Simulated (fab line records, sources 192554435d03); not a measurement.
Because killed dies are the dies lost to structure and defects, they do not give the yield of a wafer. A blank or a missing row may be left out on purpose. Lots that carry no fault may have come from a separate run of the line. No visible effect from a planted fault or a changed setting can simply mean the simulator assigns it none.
Chamber matching ; flow n5_finfet ; cmp-01 running N5_GATE_CUT_CMP_02: 4 sister chambers
The step polishes, stops on SiO2, t overpolish 12.7 s, target thk 0 nm. 4 wafers are shown with their chamber, then 10 later ones without.

== WAFERS PAIRED WITH THEIR CHAMBERS ==
wafer;chamber;motor_current_A (A)
L081.5;1;7.5
L083.4;3;10.2
L089.2;0;7.8
L089.4;2;9.2

== WAFERS MISSING THEIR CHAMBER ==
wafer;motor_current_A (A)
L089.5;10.9
L090.1;9.9
L090.2;7.2
L090.3;9.9
L091.1;9.6
L091.5;9.4
L091.6;7.4
L093.2;7.3
L093.4;8.4
L093.6;7.6

== THE CHAMBER EACH PASSED THROUGH ==
wafer;from the rows above;in truth
L089.5;3;3
L090.1;can't be placed: 3 or 2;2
L090.2;can't be placed: 1 or 0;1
L090.3;can't be placed: 3 or 2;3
L091.1;can't be placed: 2 or 3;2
L091.5;can't be placed: 2 or 3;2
L091.6;can't be placed: 1 or 0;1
L093.2;can't be placed: 1 or 0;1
L093.4;can't be placed: 0 or 2 or 1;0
L093.6;can't be placed: 1 or 0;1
Placed correctly: 1 of 10. Not placeable from these rows: 9 (in 9, the candidates include the true chamber). Number placed wrongly: 0.
How it was worked out, from the rows above alone: a wafer's distance from a chamber is the root of the sum, over the readings, of the square of ((its reading less the chamber's mean) divided by the reading's scatter). The wafer belongs to the nearest chamber; if the next one is less than 2 further off, it can't be placed. The mean given for a chamber averages the wafers shown for that chamber. The scatter: with one shown wafer a chamber, the root of the mean of the squares of how far each hidden wafer lies from its nearest shown one.
